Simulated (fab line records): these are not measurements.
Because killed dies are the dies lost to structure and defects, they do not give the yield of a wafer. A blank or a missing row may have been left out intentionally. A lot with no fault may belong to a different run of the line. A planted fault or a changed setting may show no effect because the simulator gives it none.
A lot that was struck, set against a sound lot -- flow n5_finfet -- 15 out of 1938 route steps
Sound: wafers L630.1, L630.5, L630.6. Wafers L642.1, L642.3, L642.5 were the ones struck. The cause is named last.
Per side, at each step with rows, come the tool, then ch with its chambers, and then its first start. Under that, the readings that differ: sound wafers -- struck wafers -- difference of the means -- sigmas: that difference in standard deviations of wafers without a fault.
alike: readings whose means differ by less than 2 such deviations, and words and numbers that are the same on both sides. not compared: withheld readings, readings that some wafer has no value for, bounds like >300 that may hide the same value, and numbers for which the record gives no deviation and whose values overlap.
The two part at a step that has a row with sigmas, a row that says differs or no value, or rows on one side only. Non-overlapping numbers with no deviation appear without sigmas and do not part them. Lack of a reading on every wafer of one side parts them only where that side has two or more wafers.

N5_BEOL_M10_ALD_74: deposits TaN, target thk 2 nm, pulse time 2 s, purge time 3 s.
  sound on ald_metal-02 ch 0,2,3, day 11 15:31; struck on ald_metal-04 ch 1,2,3, day 15 05:11
  alike: heater_power_outer_w, heater_power_w
N5_BEOL_M10_SURFACE_TREAT_76:
  sound on pvd_sputter-01 at day 11 15:52; struck on pvd_sputter-02 at day 15 05:31
  not compared: throttle_valve_pct
then, 1 step without rows for these wafers: N5_BEOL_M10_CVD_75 (deposits Co from CCTBA/H2, target thk 2 nm, time 138.9 s).
N5_BEOL_M10_SPUTTER_48: material Cu, target thk 12 nm, time 2 s.
  sound on pvd_sputter-02 at day 11 16:11; struck on pvd_sputter-03 at day 15 05:48
  alike: bias_v, chamber_pressure_pa, substrate_temp_c, throttle_valve_pct
then, 3 steps without rows for these wafers: N5_BEOL_M10_ECD_50 (material Cu, target thk 318 nm); N5_BEOL_M10_ANNEAL_51 (time 90 s); N5_BEOL_M10_CMP_52 (polishes, stops on SiCOH lowk, t overpolish 7 s, target thk 140 nm).
N5_BEOL_M10_THK_MEAS_53: measures by xrf.
  sound on film_metro-01 at day 11 17:08; struck on film_metro-02 at day 15 06:37
  alike: M10_THK
then, 1 step without rows for these wafers: N5_BEOL_M10_PRE_CLEAN_55 (time 15 s).
N5_BEOL_M10_DEP_56: deposits SiCN from 3MS/NH3, target thk 15 nm, time 26.5 s.
  sound on pecvd-04 ch 0,1,2, day 11 17:11; struck on pecvd-03 ch 0,2, day 15 06:42
  alike: showerhead_plenum_p_Torr, showerhead_vpp_V, throttle_valve_pct
N5_BEOL_M10_RS_MEAS_57: measures by four-point-probe.
  sound on film_metro-01 at day 11 17:16; struck on film_metro-01 at day 15 06:47
  alike: M10_RS
N5_BEOL_M10_INSPECT_58: inspects for defects (darkfield).
  sound on defect_inspect-01 at day 11 17:17; struck on defect_inspect-02 at day 15 06:49
  alike: raw_defect_count
N5_BEOL_M11_ILD_DEP_00: deposits SiCOH lowk from DEMS/porogen, target thk 308.51 nm, time 58 s.
  sound on pecvd-01 ch 0,2, day 11 17:20; struck on pecvd-01 ch 0,1, day 15 06:51
reading,sound,struck,difference,sigmas
susceptor_temp_C (C),299.99 299.86 300.01,296.74 296.75 296.94,-3.14,-14
  alike: heater_power_outer_w, heater_power_w, showerhead_plenum_p_Torr, showerhead_vpp_V, throttle_valve_pct
N5_BEOL_M11_CURE_71: cures SiCOH lowk, time 240 s.
  sound on uv_cure-03 ch 0, day 11 17:25; struck on uv_cure-01 ch 2, day 15 06:56
  alike: lamp_power_pct, wafer_temp_C_max
-- the record jumps here: 2 days lie between the struck wafers' starts before and after (it left off in module BEOL_M11 and takes up again in module PASSIVATION, whose first step shown is number 1936 of the route) --
N5_PASSIVATION_PROBE_49:
  sound on prober-02 at day 13 16:40; struck on prober-02 at day 17 10:34
reading,sound,struck,difference,sigmas
killed_at_M4_up,26 20 18,10 13 3,-13,-2
  alike: defect_limited_yield, killed_at_M0_to_M3, killed_at_contacts, killed_at_front_end, killed_at_other, killed_dies, killed_open, killed_short, sort_bin_4_leakage, sort_bin_5_function, sort_bin_6_memory, sort_bin_8_speed, sort_n_pass, sort_yield_pct

## WHERE THEY PART
Last at N5_PASSIVATION_PROBE_49 as far as this record goes, first at N5_BEOL_M11_ILD_DEP_00.

WHY: what the simulator had put in
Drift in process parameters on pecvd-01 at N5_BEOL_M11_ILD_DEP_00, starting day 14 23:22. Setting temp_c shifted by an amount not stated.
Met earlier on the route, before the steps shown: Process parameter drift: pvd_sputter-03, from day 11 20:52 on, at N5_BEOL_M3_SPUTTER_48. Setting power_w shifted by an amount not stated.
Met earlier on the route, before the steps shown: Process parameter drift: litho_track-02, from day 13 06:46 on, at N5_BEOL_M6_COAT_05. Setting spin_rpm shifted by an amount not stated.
